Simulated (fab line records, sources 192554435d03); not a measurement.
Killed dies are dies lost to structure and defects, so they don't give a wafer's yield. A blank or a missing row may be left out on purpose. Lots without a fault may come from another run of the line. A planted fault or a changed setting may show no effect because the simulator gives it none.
One fault seen from 2 desks | flow n5_finfet | each desk has only its own numbers; what lay behind them comes last

THE TOOL OWNER'S DESK: ald_sin-01
The tool's own readings at N5_MOL_CONTACT_COAG_ALD_27 (deposits SiOC, target thk 17 nm, pulse time 1.5 s, time 2720 s): means of the sampled wafers that have a number, for each lot that ran on this tool. A lot is out of limits, marked OUT, if its mean lies more than 4 standard deviations from the usual mean; the brackets give that distance.
Columns: A = heater_power_outer_w at N5_MOL_CONTACT_COAG_ALD_27, usual 521 W; B = heater_power_w at N5_MOL_CONTACT_COAG_ALD_27, usual 838 W; C = precursor_pulse_height_rel at N5_MOL_CONTACT_COAG_ALD_27, usual 1.000; D = run_length_s at N5_MOL_CONTACT_COAG_ALD_27, usual 2770.2 s
lot  | first seen here | A   | B   | C     | D
L112 | day 5 15:27     | 475 | 784 | 0.999 | 2770.8
L113 | day 6 00:19     | 573 | 919 | 0.987 | 2770.7
L117 | day 6 21:55     | 520 | 816 | 0.997 | 2642.4 (-99 or more) OUT
L127 | day 9 10:08     | 576 | 881 | 0.994 | 2770.3
This desk's finding: out of limits on L117; first on L117, day 6 21:55 (run_length_s at N5_MOL_CONTACT_COAG_ALD_27). In limits: L112, L113, L127.

THE METROLOGY DESK
What the gauges read, lot by lot, whatever tool the lot ran on: means of the sampled wafers that have a number. A lot is out of limits, marked OUT, if its mean lies more than 4 standard deviations from the usual mean; the brackets give that distance. Of its 11 readings 7 are shown: those that lie furthest out on some lot.
Columns: A = cd_nm at N5_MOL_CONTACT_COAG_CD_MEAS_99, usual 17.4 nm; B = DIBL_N at N5_BEOL_M4_RC_MEAS_101, usual 36.8 mV/V; C = IOFF_P at N5_BEOL_M4_RC_MEAS_101, usual 0.22 nA/um; D = ION_N at N5_BEOL_M4_RC_MEAS_101, usual 679 uA/um; E = ION_P at N5_BEOL_M4_RC_MEAS_101, usual 466 uA/um; F = VT_N at N5_BEOL_M4_RC_MEAS_101, usual 248.8 mV; G = VT_P at N5_BEOL_M4_RC_MEAS_101, usual -250 mV
lot  | first seen here | A    | B    | C    | D   | E   | F     | G
L112 | day 5 09:46     | 17.7 | 37.5 | 0.27 | 694 | 482 | 248.2 | -245
L113 | day 5 16:55     | 17.4 | 37.0 | 0.24 | 681 | 468 | 248.4 | -249
L116 | day 6 12:04     | 17.4 | 38.3 | 0.24 | 691 | 472 | 248.7 | -246
L117 | day 6 16:28     | 17.6 | 37.2 | 0.22 | 685 | 463 | 247.1 | -251
L123 | day 8 03:38     | 16.8 | 37.7 | 0.24 | 665 | 462 | 250.6 | -249
L126 | day 9 01:52     | 17.6 | 35.8 | 0.22 | 677 | 470 | 250.2 | -250
L127 | day 9 03:26     | 17.5 | 38.0 | 0.24 | 694 | 476 | 245.0 | -248
L129 | day 9 20:20     | 17.9 | 38.1 | 0.18 | 679 | 460 | 250.2 | -256
L131 | day 10 03:42    | 16.9 | 34.9 | 0.22 | 679 | 472 | 251.3 | -248
L132 | day 10 09:12    | 17.2 | 37.0 | 0.22 | 674 | 464 | 250.4 | -248
This desk's finding: nothing out of limits on any of the 10 lots.

PUT TOGETHER
The tool owner's desk could have raised an alarm at day 6 21:55, on L117.
The metrology desk saw nothing out of limits.
The metrology desk has L117 on record, within its limits.
Of the lots named, all ran N5_MOL_CONTACT_COAG_ALD_27 on ald_sin-01.

WHAT THE SIMULATOR HAD PUT IN
Process parameter drift: ald_sin-01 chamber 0, from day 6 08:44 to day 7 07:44, at N5_MOL_CONTACT_COAG_ALD_27. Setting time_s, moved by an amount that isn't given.
Lots struck among those shown: L117.
Hours from the fault's start to each desk's first reading out of limits: the tool owner's desk, 13.
